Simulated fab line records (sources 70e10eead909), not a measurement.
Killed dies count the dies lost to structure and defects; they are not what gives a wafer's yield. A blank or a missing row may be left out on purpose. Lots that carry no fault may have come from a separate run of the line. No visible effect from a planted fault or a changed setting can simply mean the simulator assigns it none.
Which of the tools did it? / flow nand_harc / Sampling: 14 lots, 42 wafers, 5 of 1302 route steps

== WHAT THE GAUGES SHOWED, per wafer ==
NHARC_A_SOURCE_PLATE_THK_MEAS_09: measures by ellipsometry.
lot=L522; measured=day 7 04:30; on=film_metro-01; thk_nm (nm)=8.8 10.9 10.6
lot=L524; measured=day 7 22:53; on=film_metro-01; thk_nm (nm)=10.2 9.5 10.1
lot=L523; measured=day 7 22:53; on=film_metro-02; thk_nm (nm)=10.4 9.6 9.3
lot=L525; measured=day 8 11:56; on=film_metro-02; thk_nm (nm)=11.4 9.0 8.8
lot=L528; measured=day 9 20:30; on=film_metro-01; thk_nm (nm)=10.5 8.2 10.8
lot=L529; measured=day 10 01:17; on=film_metro-02; thk_nm (nm)=10.7 11.7 9.7
lot=L530; measured=day 10 13:23; on=film_metro-01; thk_nm (nm)=9.5 10.4 9.2
lot=L534; measured=day 12 07:52; on=film_metro-02; thk_nm (nm)=9.0 10.5 10.1
lot=L535; measured=day 12 13:35; on=film_metro-01; thk_nm (nm)=7.4 9.5 9.4
lot=L538; measured=day 14 00:02; on=film_metro-01; thk_nm (nm)=10.1 10.0 7.3
lot=L542; measured=day 15 21:11; on=film_metro-01; thk_nm (nm)=7.4 9.8 9.6
lot=L543; measured=day 16 08:17; on=film_metro-01; thk_nm (nm)=9.4 8.8 7.6
lot=L544; measured=day 16 08:17; on=film_metro-02; thk_nm (nm)=8.6 9.1 8.9
lot=L545; measured=day 16 19:21; on=film_metro-01; thk_nm (nm)=11.1 10.1 11.3

NHARC_A_ONON_D1_THK_MEAS_14: measures by ellipsometry.
lot=L522; measured=day 7 19:49; on=film_metro-01; thk_nm (nm)=996 994 996
lot=L524; measured=day 8 14:13; on=film_metro-01; thk_nm (nm)=992 992 992
lot=L523; measured=day 8 14:12; on=film_metro-01; thk_nm (nm)=990 991 991
lot=L525; measured=day 9 03:27; on=film_metro-01; thk_nm (nm)=991 993 993
lot=L528; measured=day 10 14:10; on=film_metro-01; thk_nm (nm)=991 993 991
lot=L529; measured=day 10 17:44; on=film_metro-01; thk_nm (nm)=999 998 997
lot=L530; measured=day 11 06:19; on=film_metro-02; thk_nm (nm)=1007 1007 1008
lot=L534; measured=day 12 23:46; on=film_metro-02; thk_nm (nm)=1579 1578 1577 1581 1579 1578
lot=L535; measured=day 13 05:25; on=film_metro-01; thk_nm (nm)=1574 1574 1574 1575 1572 1576
lot=L538; measured=day 14 17:42; on=film_metro-01; thk_nm (nm)=1020 1021 1020
lot=L542; measured=day 16 14:02; on=film_metro-01; thk_nm (nm)=1002 1004 1003
lot=L543; measured=day 17 00:17; on=film_metro-01; thk_nm (nm)=1003 1004 1004
lot=L544; measured=day 17 00:17; on=film_metro-01; thk_nm (nm)=982 982 981
lot=L545; measured=day 17 11:44; on=film_metro-01; thk_nm (nm)=994 994 991

NHARC_A_ONON_D1_INSPECT_32.
lot=L522; measured=day 8 06:22; on=defect_inspect-01; raw_defect_count=62 114 55
lot=L524; measured=day 9 01:14; on=defect_inspect-01; raw_defect_count=134 100 71
lot=L523; measured=day 9 01:10; on=defect_inspect-02; raw_defect_count=74 64 59
lot=L525; measured=day 9 14:01; on=defect_inspect-01; raw_defect_count=61 35 53
lot=L528; measured=day 11 00:29; on=defect_inspect-02; raw_defect_count=33 29 54
lot=L529; measured=day 11 06:43; on=defect_inspect-01; raw_defect_count=81 86 100
lot=L530; measured=day 11 16:56; on=defect_inspect-01; raw_defect_count=65 40 49
lot=L538; measured=day 15 04:04; on=defect_inspect-02; raw_defect_count=51 68 28
lot=L542; measured=day 17 01:06; on=defect_inspect-02; raw_defect_count=103 112 137
lot=L543; measured=day 17 12:47; on=defect_inspect-02; raw_defect_count=54 54 62
lot=L544; measured=day 17 12:48; on=defect_inspect-01; raw_defect_count=33 91 72
lot=L545; measured=day 17 22:19; on=defect_inspect-01; raw_defect_count=123 105 115

== EACH LOT AND THE TOOL THAT RAN IT (in order: tool; ch and the chambers of the sampled wafers; start) ==
lot=L522; NHARC_P_BONDPAD_CMP_19=cmp-01 ch 0,1,2, day 6 18:28; NHARC_A_ONON_D1_DEP_12=pecvd_onon-04 ch 0, day 7 19:18
lot=L524; NHARC_P_BONDPAD_CMP_19=cmp-01 ch 1,2,3, day 7 12:47; NHARC_A_ONON_D1_DEP_12=pecvd_onon-01 ch 0, day 8 13:44
lot=L523; NHARC_P_BONDPAD_CMP_19=cmp-02 ch 1,2, day 7 13:41; NHARC_A_ONON_D1_DEP_12=pecvd_onon-04 ch 0, day 8 13:47
lot=L525; NHARC_P_BONDPAD_CMP_19=cmp-02 ch 2,3, day 8 01:25; NHARC_A_ONON_D1_DEP_12=pecvd_onon-04 ch 0, day 9 03:04
lot=L528; NHARC_P_BONDPAD_CMP_19=cmp-02 ch 1,2, day 9 09:43; NHARC_A_ONON_D1_DEP_12=pecvd_onon-04 ch 0, day 10 13:39
lot=L529; NHARC_P_BONDPAD_CMP_19=cmp-01 ch 0,1, day 9 14:43; NHARC_A_ONON_D1_DEP_12=pecvd_onon-04 ch 0, day 10 17:13
lot=L530; NHARC_P_BONDPAD_CMP_19=cmp-04 ch 1,2,3, day 10 02:50; NHARC_A_ONON_D1_DEP_12=pecvd_onon-03 ch 0, day 11 05:52
lot=L534; NHARC_P_BONDPAD_CMP_19=cmp-02 ch 0,1,2, day 11 21:07; NHARC_A_ONON_D1_DEP_12=pecvd_onon-04 ch 0, day 12 23:19
lot=L535; NHARC_P_BONDPAD_CMP_19=cmp-01 ch 1,2,3, day 12 03:05; NHARC_A_ONON_D1_DEP_12=pecvd_onon-04 ch 0, day 13 04:57
lot=L538; NHARC_P_BONDPAD_CMP_19=cmp-01 ch 1,2,3, day 13 14:46; NHARC_A_ONON_D1_DEP_12=pecvd_onon-01 ch 0, day 14 17:11
lot=L542; NHARC_P_BONDPAD_CMP_19=cmp-01 ch 0,2,3, day 15 11:06; NHARC_A_ONON_D1_DEP_12=pecvd_onon-03 ch 0, day 16 13:35
lot=L543; NHARC_P_BONDPAD_CMP_19=cmp-01 ch 0,2,3, day 15 21:38; NHARC_A_ONON_D1_DEP_12=pecvd_onon-04 ch 0, day 16 23:53
lot=L544; NHARC_P_BONDPAD_CMP_19=cmp-04 ch 0,3, day 16 00:36; NHARC_A_ONON_D1_DEP_12=pecvd_onon-03 ch 0, day 16 23:50
lot=L545; NHARC_P_BONDPAD_CMP_19=cmp-04 ch 2,3, day 16 07:18; NHARC_A_ONON_D1_DEP_12=pecvd_onon-04 ch 0, day 17 11:20
- NHARC_P_BONDPAD_CMP_19: polishes, t overpolish 30 s, cu recess touch 16 s, target thk 160.81 nm.
- NHARC_A_ONON_D1_DEP_12: target thk 1000 nm.

== WHAT THE TOOLS THEMSELVES READ (means of the sampled wafers that have a number; where no wafer has one, the mark that the record gives instead) ==
NHARC_P_BONDPAD_CMP_19.
lot=L522; tool=cmp-01; motor_current_A (A)=12.6; overpolish_run_s (s)=30.006
lot=L524; tool=cmp-01; motor_current_A (A)=12.2; overpolish_run_s (s)=30.000
lot=L523; tool=cmp-02; motor_current_A (A)=12.1; overpolish_run_s (s)=29.991
lot=L525; tool=cmp-02; motor_current_A (A)=11.4; overpolish_run_s (s)=30.002
lot=L528; tool=cmp-02; motor_current_A (A)=12.0; overpolish_run_s (s)=29.997
lot=L529; tool=cmp-01; motor_current_A (A)=12.5; overpolish_run_s (s)=29.992
lot=L530; tool=cmp-04; motor_current_A (A)=12.8; overpolish_run_s (s)=29.996
lot=L534; tool=cmp-02; motor_current_A (A)=12.4; overpolish_run_s (s)=30.002
lot=L535; tool=cmp-01; motor_current_A (A)=12.1; overpolish_run_s (s)=30.006
lot=L538; tool=cmp-01; motor_current_A (A)=12.1; overpolish_run_s (s)=30.006
lot=L542; tool=cmp-01; motor_current_A (A)=12.3; overpolish_run_s (s)=30.003
lot=L543; tool=cmp-01; motor_current_A (A)=12.2; overpolish_run_s (s)=29.991
lot=L544; tool=cmp-04; motor_current_A (A)=12.4; overpolish_run_s (s)=29.998
lot=L545; tool=cmp-04; motor_current_A (A)=12.3; overpolish_run_s (s)=29.996

== THE ANSWER, worked out from the rows above alone ==
Rule: usual is defined by the lots themselves. The widest of any qualifying gaps counts: lots, ordered by their means at a reading, are off when they make up no more than a third of the lots, leave a main group of 4 or more, and stand apart from it by 3 or more times the standard deviation of that group's means. If all means in a main group match to the digits the tables above print for the reading, that group is not used. Also off: a lot with no number at a reading for which 4 or more lots have one. Where the step has rows for the other lots, those lots are counted as sound. Order of review: gauges by route order, followed by the tools' own readings, for which a lot's mean as printed above is used. At the first step where some lot is off, the reading lying furthest off is the one used; lots without a number count as furthest.
Off: L534, L535, at NHARC_A_ONON_D1_THK_MEAS_14 (thk_nm). Main group: mean 997 nm, sd 9.6.
If a tool, at a process step before that reading, ran all the lots that are off and no sound lot after the first of them, it fits. Gauges at NHARC_A_ONON_D1_THK_MEAS_14: tried the same way as those tools. Of those tried, none fits.

== WHAT THE SIMULATOR HAD INSERTED ==
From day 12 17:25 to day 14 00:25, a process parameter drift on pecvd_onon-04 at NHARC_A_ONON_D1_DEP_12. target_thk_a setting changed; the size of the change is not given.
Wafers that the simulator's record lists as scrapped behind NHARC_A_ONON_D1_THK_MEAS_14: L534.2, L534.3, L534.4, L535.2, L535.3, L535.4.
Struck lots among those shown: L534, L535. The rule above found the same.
